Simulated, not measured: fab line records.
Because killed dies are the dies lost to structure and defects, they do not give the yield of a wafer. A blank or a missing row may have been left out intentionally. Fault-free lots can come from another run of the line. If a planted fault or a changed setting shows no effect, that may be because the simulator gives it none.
Matching of chambers    flow n5-finfet    rie-diel-02 running N5_BEOL_M10_STRIP_36: 4 sister chambers
The step strips in N2/H2. 8 wafers are shown with their chamber, then 8 later ones without.

## WAFERS PAIRED WITH THEIR CHAMBERS
wafer   chamber  drypump-motor-current-A (A)  throttle-valve-pct (%)
L077.4  0        5.6                          24.24
L077.6  0        5.7                          24.21
L079.2  3        5.1                          23.42
L079.6  2        5.5                          23.47
L080.2  1        4.7                          23.79
L080.3  2        5.5                          23.49
L080.6  1        4.7                          23.82
L081.3  3        5.1                          23.47

## WAFERS MISSING THEIR CHAMBER
wafer   drypump-motor-current-A (A)  throttle-valve-pct (%)
L081.5  5.1                          23.45
L081.6  4.7                          23.84
L089.3  5.7                          23.96
L089.4  5.1                          23.45
L089.5  4.7                          23.83
L092.2  5.5                          23.53
L092.5  5.1                          23.47
L092.6  5.5                          23.53

## EACH ONE'S CHAMBER
wafer   from the rows above  in truth
L081.5  3                    3
L081.6  1                    1
L089.3  0                    0
L089.4  3                    3
L089.5  1                    1
L092.2  2                    2
L092.5  3                    3
L092.6  2                    2
Correct placement for 8 of the 8. Number that these rows cannot place: 0. Number placed wrongly: 0.
How it was worked out, from the rows above alone: a wafer's distance from a chamber is the root of the sum, over the readings, of the square of ((its reading less the chamber's mean) divided by the reading's scatter). The wafer belongs to the nearest chamber; if the next one is less than 2 further off, it can't be placed. A chamber's mean is the mean of its shown wafers. How the scatter is found: for the shown wafers, subtract from each reading the mean of its chamber, square and add these, divide the total by (wafers less chambers), then take the root.
